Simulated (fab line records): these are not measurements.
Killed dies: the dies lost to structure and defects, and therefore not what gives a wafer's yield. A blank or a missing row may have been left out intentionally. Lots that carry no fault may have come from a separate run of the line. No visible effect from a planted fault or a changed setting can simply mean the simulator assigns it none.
fab line records	flow n5_finfet
[record] lots = 7	wafers = 39
route steps=1938 shown PMOS_HMC_CHANNEL_EPI@57 HKMG_FIN@406 GATE_CUT@466 MOL_CONTACT_COAG@616 BEOL_M2@841 BEOL_M3@977 BEOL_M4@1059 BEOL_M6@1253 BEOL_M10@1488 BEOL_M13@1659 MIM_TOP@1835 PASSIVATION@1936
start_h: the number of hours between the record's first day and the start of the first shown wafer of the lot	wait_h: hours from the lot's prior step to this one	" unchanged from the row above	L1.1+2: a row that stands for several wafers	- either no value or no given start	* or withheld: withheld	< > ~ a bound
route shown NAME@n: a module of which the file shows steps, and the number in the route of the first	usual: the fault-free wafers' mean and standard deviation	same: alike in all rows	chamber/n: place in a boat	sites: each site's reading	_std_site: the values' standard deviation	_edge_site: mean of outer sites minus mean of inner sites	radius_mm: for every site, how far away it sits from the centre of the wafer	mask NAME#n: copy n	behind: the most recent tool/chamber to have shaped the wafer	hold: why the lot was held/for how many hours/how that ended	device: whichever transistor did not switch (one of n, p or np)	end of line: the same wafers' tests at the end of the route	where a step has no rows: the recipe by itself	killed: dies that structure and defects cost at the first sort, which is not the same as the wafer's yield	map: shows each die of a wafer: x if killed, . if not, _ if none is there
set.NAME: the setting as run; set.NAME@STEP: as run at that earlier step	model.NAME: the simulator's own value behind a step, which no gauge read
lots where settings were altered on purpose, with a table for each step and a row for each wafer
[[steps]]
[step N5_PMOS_HMC_CHANNEL_EPI_HM_DEP_34]
[recipe] material = SiO2	target_thk_a = 360	temp_c = 400	precursor = TEOS/O2	pressure_torr = 6.5	rf_w = 900	teos_flow_sccm = 161.4	gas = O2	flow_sccm = 2650	time_s = 6.9
[step N5_HKMG_FIN_ETCH_58]
[recipe] chemistry = N2/H2	target = SOC	target_depth_a = 2158	ion_energy_ev = 50	bias_w = 13	time_s = 741	pressure_mtorr = 30	source_w = 875	n2_flow_sccm = 200	h2_flow_sccm = 200
[step N5_GATE_CUT_ETCH_56]
[recipe] chemistry = Cl2/Ar	target = TiN	target_depth_a = 216	pressure_mtorr = 10	icp_w = 600	bias_w = 60	Cl2_flow_sccm = 40	Ar_flow_sccm = 60
[step N5_MOL_CONTACT_COAG_ETCH_124]
[recipe] chemistry = CH3F/O2	target = SiNx	target_depth_a = 65	mask_material = SOC	stop_on = SiOC	over_etch_frac = 0.3	ion_energy_ev = 120	pressure_mtorr = 30	source_w = 395	bias_w = 73	Ar_flow_sccm = 150	CH3F_flow_sccm = 30	O2_flow_sccm = 20	ends = end_point
[step N5_BEOL_M2_ILD_DEP_00]
[recipe] material = SiOC	target_thk_a = 790	temp_c = 350	precursor = DEMS/O2	pressure_torr = 5	rf_w = 500	time_s = 15.3
[step N5_BEOL_M3_VIA_ETCH_34]
[recipe] chemistry = C4F6/O2	target_depth_a = 694	mask_material = SOC	pressure_mtorr = 15	ion_energy_ev = 250	taper_deg = 4	time_s = 65.9	source_w = 350	bias_w = 170	Ar_flow_sccm = 300	C4F6_flow_sccm = 10	O2_flow_sccm = 10
[step N5_BEOL_M4_DESCUM_33]
[recipe] chemistry = O2	time_s = 7	source_power_w = 50	bias_power_w = 20	pressure_mtorr = 20	rf_frequency_hz = 2.712e+07	temp_c = 40	resist = CAR-EUV	o2_flow_sccm = 225
[step N5_BEOL_M6_CVD_78]
[recipe] material = Co	target_thk_a = 20	temp_c = withheld	precursor = CCTBA/H2	pressure_torr = 30	time_s = 142.3
[step N5_BEOL_M10_ETCH_62]
[recipe] chemistry = N2/H2	target = SOC	target_depth_a = 1100	overetch_a = 220	mask_material = SiARC	temp_c = 40	time_s = 165	ion_energy_ev = 200	pressure_mtorr = 30	source_w = 840	bias_w = 150	n2_flow_sccm = 200	h2_flow_sccm = 200
[step N5_BEOL_M13_ILD_DEP_00]
[recipe] material = SiOC	target_thk_a = 8379.2	temp_c = 350	precursor = DEMS/O2	pressure_torr = 5	rf_w = 500	time_s = 166.4
[step N5_MIM_TOP_ALD_01]
[recipe] material = HfO2	target_thk_a = 56	temp_c = withheld	ald_precursor_family = Hf-amide	ald_co_reactant = O3	pulse_time_s = 1	purge_time_s = 3	co_reactant_purge_time_s = 2	co_reactant_pulse_time_s = 3	ald_cycles = 62
[step N5_PASSIVATION_PROBE_49]
[usual] killed_at_M0_to_M3 = 34/9.6	sort_n_pass = 1075/17	sort_yield_pct = 91.1/1.4
lot.wafer	tool	chamber	start_h	wait_h	set.time_s@PMOS_HMC_CHANNEL_EPI_HM_DEP_34	set.target_depth_a@HKMG_FIN_ETCH_58	set.target_depth_a@GATE_CUT_ETCH_56	set.target_depth_a@MOL_CONTACT_COAG_ETCH_124	set.time_s@BEOL_M2_ILD_DEP_00	set.target_depth_a@BEOL_M3_VIA_ETCH_34	set.time_s@BEOL_M4_DESCUM_33	set.target_thk_a@BEOL_M6_CVD_78	set.time_s@BEOL_M10_ETCH_62	set.target_thk_a@BEOL_M13_ILD_DEP_00	set.ald_cycles@MIM_TOP_ALD_01	killed_at_M0_to_M3	sort_n_pass	sort_yield_pct[%]
L075.1	prober-01	-	387.83	0.0	6.9	2158	216	65	15.3	694	7	20	165	8379.2	62	17	1073	90.9
L075.2	prober-01	-	387.88	0.1	6.9	2158	216	65	15.3	694	7	20	165	8379.2	62	24	1090	92.4
L075.6	prober-01	-	388.08	0.3	6.9	2158	216	65	15.3	694	7	20	165	8379.2	62	20	1085	91.9
L077.1	prober-01	-	392.26	0.0	6.9	2158	154.2	65	22.55	694	5.341	20	165	8379.2	62	1113	0	0
L077.2	prober-01	-	392.31	0.1	6.9	2158	154.2	65	15.3	694	7	13.44	216.6	8379.2	62	37	1069	90.6
L077.3	prober-01	-	392.36	0.1	6.9	2985	216	89.49	15.3	694	5.341	20	165	5766	62	43	1033	87.5
L077.4	prober-01	-	392.41	0.2	6.9	2985	216	65	15.3	694	7	13.44	165	5766	62	29	1080	91.5
L077.5	prober-01	-	392.46	0.2	6.9	2985	154.2	89.49	22.55	694	5.341	13.44	216.6	5766	62	1097	0	0
L077.6	prober-01	-	392.51	0.3	6.9	2158	216	89.49	22.55	694	7	20	216.6	8379.2	62	1093	0	0
L083.1	prober-02	-	408.14	0.1	6.9	2158	216	65	15.3	1071	3.229	20	189.9	8379.2	62	33	1067	90.4
L083.2	prober-02	-	408.19	0.2	9.478	942.9	150.7	65	15.3	1071	3.229	10.2	165	11990	62	25	0	0
L083.3	prober-02	-	408.24	0.2	6.9	942.9	150.7	65	15.3	694	7	10.2	189.9	11990	29	44	0	0
L083.4	prober-02	-	408.29	0.3	9.478	2158	150.7	44.03	15.3	694	3.229	20	189.9	11990	29	41	1062	90.0
L083.5	prober-02	-	408.34	0.3	9.478	2158	216	44.03	15.3	1071	7	10.2	165	8379.2	62	18	1088	92.2
L083.6	prober-02	-	408.39	0.4	6.9	942.9	216	44.03	15.3	694	7	20	165	8379.2	29	16	0	0
L086.1	prober-01	-	433.44	0.0	6.9	2158	216	65	15.3	1062	5.33	20	165	10290	28	29	1085	91.9
L086.2	prober-01	-	433.49	0.1	6.9	1412	216	35.1	15.3	1062	5.33	20	165	8379.2	62	30	0	0
L086.3	prober-01	-	433.54	0.1	3.042	2158	216	65	19.94	694	5.33	20	210.4	10290	28	265	838	71.0
L086.4	prober-01	-	433.59	0.2	6.9	1412	216	65	19.94	1062	7	20	210.4	8379.2	62	241	0	0
L086.5	prober-01	-	433.64	0.2	3.042	1412	216	35.1	15.3	694	7	20	210.4	8379.2	28	45	0	0
L086.6	prober-01	-	433.69	0.3	3.042	2158	216	35.1	19.94	694	7	20	165	10290	62	68	43	3.6
L084.1	prober-01	-	435.73	0.0	10.01	2158	216	65	15.3	694	9.338	20	165	8379.2	45	38	1073	90.9
L084.2	prober-01	-	435.78	0.1	6.9	2158	216	95.89	15.3	694	7	23.92	110	8379.2	62	31	0	0
L084.3	prober-01	-	435.83	0.1	10.01	2158	216	65	17.99	408.8	7	23.92	110	3588	62	36	0	0
L084.4	prober-01	-	435.88	0.2	6.9	2158	145	95.89	15.3	408.8	7	20	165	8379.2	62	35	1095	92.8
L084.5	prober-01	-	435.93	0.2	6.9	2158	145	65	17.99	694	9.338	20	110	3588	45	34	0	0
L084.6	prober-01	-	435.98	0.3	10.01	2158	145	95.89	17.99	408.8	9.338	23.92	165	3588	45	41	0	0
L088.1	prober-02	-	462.14	0.0	6.9	2158	216	65	15.3	694	7	20	165	8379.2	28	32	1054	89.3
L088.2	prober-02	-	462.19	0.1	6.9	1344	307.5	65	23.57	694	7	20	165	8379.2	62	1107	0	0
L088.3	prober-02	-	462.24	0.1	6.9	1344	216	65	15.3	368.1	11.1	16.92	165	8379.2	28	39	0	0
L088.4	prober-02	-	462.29	0.2	6.9	2158	216	65	23.57	368.1	7	16.92	165	8379.2	28	1104	0	0
L088.5	prober-02	-	462.34	0.2	6.9	1344	307.5	65	23.57	368.1	11.1	20	165	8379.2	62	1071	0	0
L088.6	prober-02	-	462.39	0.3	6.9	2158	307.5	65	15.3	694	11.1	16.92	165	8379.2	62	34	1077	91.3
L093.1	prober-01	-	480.34	0.0	5.326	2158	216	65	15.3	694	10.68	26.89	256	8379.2	62	41	1074	91.0
L093.2	prober-01	-	480.39	0.1	6.9	2158	216	47.51	18.1	694	10.68	26.89	165	8379.2	30	45	1028	87.1
L093.3	prober-01	-	480.44	0.1	6.9	2158	216	47.51	15.3	437	10.68	20	256	8379.2	62	43	1055	89.4
L093.4	prober-01	-	480.49	0.2	5.326	2158	216	47.51	18.1	694	7	20	256	8379.2	30	28	1067	90.4
L093.5	prober-01	-	480.54	0.2	5.326	2158	216	65	15.3	437	7	20	165	8379.2	30	40	1028	87.1
L093.6	prober-01	-	480.59	0.3	6.9	2158	216	65	18.1	437	7	26.89	165	8379.2	62	37	1052	89.2
// killed by level:class
L075.1 FIN_SAQP:geometric_particle:open=10 BEOL_M4:geometric_particle:open=9 FIN_SAQP:geometric_particle:short=8 GATE_CUT:geometric_particle:open=8 STI_FIN_REVEAL:geometric_particle:open=6 MIM_TOP_ETCH:geometric_particle:open=6 GATE_CUT:geometric_particle:short=5 BEOL_M1:geometric_particle:open=5
L075.2 BEOL_M4:geometric_particle:open=10 FIN_SAQP:geometric_particle:open=7 BEOL_M2:geometric_particle:open=6 STI_FIN_REVEAL:geometric_particle:open=5 DUMMY_GATE:geometric_particle:open=5 BEOL_M2:geometric_particle:short=5 HKMG_FIN:area_etch=5 BEOL_M0_SAQP:geometric_particle:short=4
L075.6 FIN_SAQP:geometric_particle:short=17 FIN_SAQP:geometric_particle:open=14 STI_FIN_REVEAL:geometric_particle:open=5 BEOL_M3:geometric_particle:open=5 STARTING-WAFER:geometric_particle:short=4 MOL_CONTACT_COAG:geometric_particle:open=4 BEOL_M0_SAQP:geometric_particle:open=4 BEOL_M1:geometric_particle:open=4
L077.1 BEOL_M2:area_dep=1073 BEOL_M4:geometric_particle:open=16 MOL_CONTACT_COAG:geometric_particle:open=13 BEOL_M0_SAQP:geometric_particle:open=10 BEOL_M0_SAQP:geometric_particle:short=7 FIN_SAQP:geometric_particle:open=6 MOL_CONTACT_COAG:geometric_particle:short=6 BEOL_M1:geometric_particle:open=6
L077.2 BEOL_M4:geometric_particle:open=17 BEOL_M3:geometric_particle:open=15 FIN_SAQP:geometric_particle:open=11 MOL_CONTACT_COAG:geometric_particle:open=8 BEOL_M0_SAQP:geometric_particle:open=7 STI_FIN_REVEAL:geometric_particle:open=6 DUMMY_GATE:geometric_particle:open=6 FIN_SAQP:geometric_particle:short=4
L077.3 MOL_CONTACT_COAG:geometric_particle:open=17 FIN_SAQP:geometric_particle:open=14 HKMG_FIN:area_etch=14 BEOL_M3:geometric_particle:open=12 BEOL_M0_SAQP:geometric_particle:short=11 FIN_SAQP:geometric_particle:short=8 STI_FIN_REVEAL:geometric_particle:open=7 GATE_CUT:geometric_particle:short=6
L077.4 MOL_CONTACT_COAG:geometric_particle:open=18 STI_FIN_REVEAL:geometric_particle:open=12 BEOL_M3:geometric_particle:open=11 MOL_CONTACT_COAG:geometric_particle:short=8 BEOL_M0_SAQP:geometric_particle:short=8 FIN_SAQP:geometric_particle:open=4 FIN_SAQP:geometric_particle:short=4 BEOL_M0_SAQP:geometric_particle:open=4
L077.5 BEOL_M2:area_dep=1051 BEOL_M0_SAQP:geometric_particle:short=12 BEOL_M0_SAQP:geometric_particle:open=12 BEOL_M4:geometric_particle:open=12 STI_FIN_REVEAL:geometric_particle:open=11 MOL_CONTACT_COAG:geometric_particle:open=9 FIN_SAQP:geometric_particle:open=7 BEOL_M3:geometric_particle:open=6
L077.6 BEOL_M2:area_dep=1058 MOL_CONTACT_COAG:geometric_particle:open=15 BEOL_M3:geometric_particle:open=12 BEOL_M0_SAQP:geometric_particle:short=9 BEOL_M4:geometric_particle:open=9 MOL_CONTACT_COAG:geometric_particle:short=8 STI_FIN_REVEAL:geometric_particle:open=7 FIN_SAQP:geometric_particle:open=6
L083.1 BEOL_M4:geometric_particle:open=15 MOL_CONTACT_COAG:geometric_particle:open=9 BEOL_M2:geometric_particle:open=9 BEOL_M0_SAQP:geometric_particle:short=8 GATE_CUT:geometric_particle:short=7 ILD0:geometric_particle:open=6 FIN_SAQP:geometric_particle:open=5 BEOL_M1:geometric_particle:open=5
L083.2 MOL_CONTACT_COAG:geometric_particle:open=12 BEOL_M4:geometric_particle:open=10 STI_FIN_REVEAL:geometric_particle:open=9 BEOL_M2:geometric_particle:open=8 FIN_SAQP:geometric_particle:open=5 BEOL_M0_SAQP:geometric_particle:open=4 BEOL_M0:geometric_particle:open=4 HKMG_FIN:area_etch=4
L083.3 BEOL_M0_SAQP:geometric_particle:short=11 MOL_CONTACT_COAG:geometric_particle:open=10 BEOL_M1:geometric_particle:open=9 BEOL_M2:geometric_particle:open=9 STI_FIN_REVEAL:geometric_particle:open=8 BEOL_M0_SAQP:geometric_particle:open=8 GATE_CUT:geometric_particle:short=5 MOL_CONTACT_COAG:geometric_particle:short=5
L083.4 MOL_CONTACT_COAG:geometric_particle:open=10 BEOL_M0_SAQP:geometric_particle:open=9 BEOL_M2:geometric_particle:open=9 DUMMY_GATE:geometric_particle:open=8 BEOL_M1:geometric_particle:open=8 FIN_SAQP:geometric_particle:open=6 BEOL_M0_SAQP:geometric_particle:short=6 BEOL_M2:geometric_particle:short=6
L083.5 MOL_CONTACT_COAG:geometric_particle:open=20 STI_FIN_REVEAL:geometric_particle:open=7 FIN_SAQP:geometric_particle:open=6 BEOL_M4:geometric_particle:open=6 MOL_CONTACT_COAG:geometric_particle:short=5 STI_FIN_REVEAL:geometric_particle:short=4 DUMMY_GATE:geometric_particle:open=4 BEOL_M0_SAQP:geometric_particle:open=4
L083.6 MOL_CONTACT_COAG:area_etch=243 MOL_CONTACT_COAG:geometric_particle:open=19 STI_FIN_REVEAL:geometric_particle:open=14 FIN_SAQP:geometric_particle:open=9 BEOL_M0_SAQP:geometric_particle:open=7 HKMG_FIN:area_etch=7 MOL_CONTACT_COAG:geometric_particle:short=6 STARTING-WAFER:geometric_particle:short=4
L086.1 STI_FIN_REVEAL:geometric_particle:open=11 BEOL_M3:geometric_particle:open=10 MOL_CONTACT_COAG:geometric_particle:open=8 BEOL_M4:geometric_particle:open=7 BEOL_M1:geometric_particle:open=7 FIN_SAQP:geometric_particle:open=4 GATE_CUT:geometric_particle:short=4 GATE_CUT:geometric_particle:open=4
L086.2 MOL_CONTACT_COAG:area_etch=1037 MOL_CONTACT_COAG:geometric_particle:open=28 BEOL_M3:geometric_particle:open=15 BEOL_M4:geometric_particle:open=9 GATE_CUT:geometric_particle:short=7 STI_FIN_REVEAL:geometric_particle:open=6 GATE_CUT:geometric_particle:open=5 STARTING-WAFER:geometric_particle:short=5
L086.3 BEOL_M2:area_dep=233 MOL_CONTACT_COAG:geometric_particle:open=15 STI_FIN_REVEAL:geometric_particle:open=14 BEOL_M4:geometric_particle:open=13 BEOL_M3:geometric_particle:open=11 BEOL_M0_SAQP:geometric_particle:short=7 GATE_CUT:geometric_particle:short=6 MOL_CONTACT_COAG:geometric_particle:short=6
L086.4 BEOL_M2:area_dep=206 BEOL_M3:geometric_particle:open=15 BEOL_M4:geometric_particle:open=9 MOL_CONTACT_COAG:geometric_particle:open=8 BEOL_M2:geometric_particle:open=8 BEOL_M3:geometric_particle:short=5 STARTING-WAFER:geometric_particle:open=4 FIN_SAQP:geometric_particle:open=2
L086.5 MOL_CONTACT_COAG:area_etch=1071 BEOL_M3:geometric_particle:open=18 BEOL_M2:geometric_particle:open=10 MOL_CONTACT_COAG:geometric_particle:open=9 GATE_CUT:geometric_particle:short=8 GATE_CUT:geometric_particle:open=6 BEOL_M0_SAQP:geometric_particle:open=6 BEOL_M4:geometric_particle:open=6
L086.6 MOL_CONTACT_COAG:area_etch=1012 BEOL_M2:area_dep=36 MOL_CONTACT_COAG:geometric_particle:open=14 BEOL_M3:geometric_particle:open=12 BEOL_M4:geometric_particle:open=8 MOL_CONTACT_COAG:geometric_particle:short=7 BEOL_M2:geometric_particle:open=7 STI_FIN_REVEAL:geometric_particle:open=4
L084.1 BEOL_M0_SAQP:geometric_particle:short=10 DUMMY_GATE:geometric_particle:open=9 BEOL_M2:geometric_particle:open=8 MOL_CONTACT_COAG:geometric_particle:open=6 BEOL_M0_SAQP:geometric_particle:open=6 FIN_SAQP:geometric_particle:short=5 FIN_SAQP:geometric_particle:open=5 BEOL_M3:geometric_particle:open=5
L084.2 BEOL_M10:area_etch=1083 MOL_CONTACT_COAG:geometric_particle:open=9 BEOL_M3:geometric_particle:open=9 BEOL_M2:geometric_particle:open=7 BEOL_M5:geometric_particle:open=7 STARTING-WAFER:geometric_particle:open=6 FIN_SAQP:geometric_particle:short=5 DUMMY_GATE:geometric_particle:open=5
L084.3 BEOL_M10:area_etch=1072 BEOL_M3:geometric_particle:open=15 STI_FIN_REVEAL:geometric_particle:open=11 BEOL_M4:geometric_particle:open=8 FIN_SAQP:geometric_particle:open=5 DUMMY_GATE:geometric_particle:open=5 BEOL_M2:geometric_particle:open=5 DUMMY_GATE:geometric_particle:short=4
L084.4 BEOL_M2:geometric_particle:open=10 FIN_SAQP:geometric_particle:open=8 BEOL_M3:geometric_particle:open=7 BEOL_M0_SAQP:geometric_particle:short=6 BEOL_M4:geometric_particle:open=6 FIN_SAQP:geometric_particle:short=5 DUMMY_GATE:geometric_particle:open=5 MOL_CONTACT_COAG:geometric_particle:open=5
L084.5 BEOL_M10:area_etch=1078 BEOL_M2:geometric_particle:open=15 STI_FIN_REVEAL:geometric_particle:open=13 BEOL_M1:geometric_particle:open=8 BEOL_M4:geometric_particle:open=8 FIN_SAQP:geometric_particle:open=7 FIN_SAQP:geometric_particle:short=7 MOL_CONTACT_COAG:geometric_particle:open=7
L084.6 BEOL_M13:area_dep=1099 BEOL_M3:geometric_particle:open=12 BEOL_M2:geometric_particle:open=9 BEOL_M0_SAQP:geometric_particle:open=8 FIN_SAQP:geometric_particle:short=6 FIN_SAQP:geometric_particle:open=5 MOL_CONTACT_COAG:geometric_particle:open=5 BEOL_M3:geometric_particle:short=5
L088.1 HKMG_FIN:area_etch=21 FIN_SAQP:geometric_particle:open=14 STI_FIN_REVEAL:geometric_particle:open=9 FIN_SAQP:geometric_particle:short=8 BEOL_M0_SAQP:geometric_particle:open=7 BEOL_M4:geometric_particle:open=7 STI_FIN_REVEAL:geometric_particle:short=5 BEOL_M2:geometric_particle:short=5
L088.2 BEOL_M2:area_dep=1086 BEOL_M4:geometric_particle:open=16 STI_FIN_REVEAL:geometric_particle:open=12 BEOL_M3:geometric_particle:open=12 FIN_SAQP:geometric_particle:short=8 FIN_SAQP:geometric_particle:open=6 BEOL_M4:geometric_particle:short=4 DUMMY_GATE:geometric_particle:open=3
L088.3 STI_FIN_REVEAL:geometric_particle:open=28 BEOL_M0_SAQP:geometric_particle:open=9 BEOL_M3:geometric_particle:open=9 MOL_CONTACT_COAG:geometric_particle:open=8 BEOL_M1:geometric_particle:open=7 BEOL_M0_SAQP:geometric_particle:short=6 BEOL_M7:geometric_particle:short=5 FIN_SAQP:geometric_particle:short=4
L088.4 BEOL_M2:area_dep=1062 STI_FIN_REVEAL:geometric_particle:open=19 BEOL_M3:geometric_particle:open=13 BEOL_M4:geometric_particle:open=12 BEOL_M2:geometric_particle:short=9 MOL_CONTACT_COAG:geometric_particle:open=7 FIN_SAQP:geometric_particle:short=6 BEOL_M1:geometric_particle:short=6
L088.5 BEOL_M2:area_dep=1022 STI_FIN_REVEAL:geometric_particle:open=31 BEOL_M3:geometric_particle:open=17 BEOL_M4:geometric_particle:open=16 FIN_SAQP:geometric_particle:open=11 STI_FIN_REVEAL:geometric_particle:short=10 BEOL_M1:geometric_particle:open=8 MOL_CONTACT_COAG:geometric_particle:open=7
L088.6 STI_FIN_REVEAL:geometric_particle:open=13 BEOL_M3:geometric_particle:open=11 BEOL_M4:geometric_particle:open=11 BEOL_M3:geometric_particle:short=6 FIN_SAQP:geometric_particle:short=5 MOL_CONTACT_COAG:geometric_particle:open=5 BEOL_M0_SAQP:geometric_particle:short=5 BEOL_M8:geometric_particle:open=4
L093.1 MOL_CONTACT_COAG:geometric_particle:open=13 BEOL_M2:geometric_particle:open=13 FIN_SAQP:geometric_particle:short=12 BEOL_M0_SAQP:geometric_particle:short=9 BEOL_M0_SAQP:geometric_particle:open=6 FIN_SAQP:geometric_particle:open=5 DUMMY_GATE:geometric_particle:open=5 GATE_CUT:geometric_particle:short=5
L093.2 FIN_SAQP:geometric_particle:short=20 HKMG_FIN:area_etch=20 BEOL_M2:geometric_particle:open=12 MOL_CONTACT_COAG:area_etch=11 BEOL_M4:geometric_particle:open=9 MOL_CONTACT_COAG:geometric_particle:open=9 BEOL_M0_SAQP:geometric_particle:open=9 STI_FIN_REVEAL:geometric_particle:open=7
L093.3 STI_FIN_REVEAL:geometric_particle:open=13 MOL_CONTACT_COAG:geometric_particle:open=12 BEOL_M2:geometric_particle:open=12 FIN_SAQP:geometric_particle:short=9 BEOL_M0_SAQP:geometric_particle:open=8 BEOL_M0_SAQP:geometric_particle:short=8 BEOL_M4:geometric_particle:open=8 FIN_SAQP:geometric_particle:open=7
L093.4 MOL_CONTACT_COAG:area_etch=21 BEOL_M2:geometric_particle:open=13 FIN_SAQP:geometric_particle:open=6 FIN_SAQP:geometric_particle:short=5 GATE_CUT:geometric_particle:short=5 MOL_CONTACT_COAG:geometric_particle:open=5 BEOL_M4:geometric_particle:open=5 STI_FIN_REVEAL:geometric_particle:open=4
L093.5 HKMG_FIN:area_etch=22 GATE_CUT:geometric_particle:short=13 MOL_CONTACT_COAG:geometric_particle:open=13 BEOL_M2:geometric_particle:open=13 STI_FIN_REVEAL:geometric_particle:open=12 FIN_SAQP:geometric_particle:open=9 FIN_SAQP:geometric_particle:short=7 BEOL_M0_SAQP:geometric_particle:short=7
L093.6 FIN_SAQP:geometric_particle:open=19 FIN_SAQP:geometric_particle:short=15 MOL_CONTACT_COAG:geometric_particle:open=13 BEOL_M0_SAQP:geometric_particle:open=10 BEOL_M2:geometric_particle:open=9 STARTING-WAFER:geometric_particle:open=6 MOL_CONTACT_COAG:geometric_particle:short=4 BEOL_M0:geometric_particle:open=4
[[key]]
[split] step = N5_PMOS_HMC_CHANNEL_EPI_HM_DEP_34	setting = time_s	stated_as = 6.9
response none clear
[split] step = N5_HKMG_FIN_ETCH_58	setting = target_depth_a	stated_as = 2158
[response] step = N5_PASSIVATION_PROBE_49	reading = sort_yield_pct	slope = +1.36	per = 1%	together_with = all	explained = 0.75
[response] step = N5_PASSIVATION_PROBE_49	reading = sort_n_pass	slope = +16.1	per = 1%	together_with = all	explained = 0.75
[split] step = N5_GATE_CUT_ETCH_56	setting = target_depth_a	stated_as = 216
response none clear
[split] step = N5_MOL_CONTACT_COAG_ETCH_124	setting = target_depth_a	stated_as = 65
response none clear
[split] step = N5_BEOL_M2_ILD_DEP_00	setting = time_s	stated_as = 15.3
[response] step = N5_PASSIVATION_PROBE_49	reading = killed_at_M0_to_M3	slope = +16.3	per = 1%	together_with = all	explained = 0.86
[split] step = N5_BEOL_M3_VIA_ETCH_34	setting = target_depth_a	stated_as = 694
response none clear
[split] step = N5_BEOL_M4_DESCUM_33	setting = time_s	stated_as = 7
response none clear
[split] step = N5_BEOL_M6_CVD_78	setting = target_thk_a	stated_as = 20
response none clear
[split] step = N5_BEOL_M10_ETCH_62	setting = time_s	stated_as = 165
response none clear
[split] step = N5_BEOL_M13_ILD_DEP_00	setting = target_thk_a	stated_as = 8379.2
response none clear
[split] step = N5_MIM_TOP_ALD_01	setting = ald_cycles	stated_as = 62
response none clear
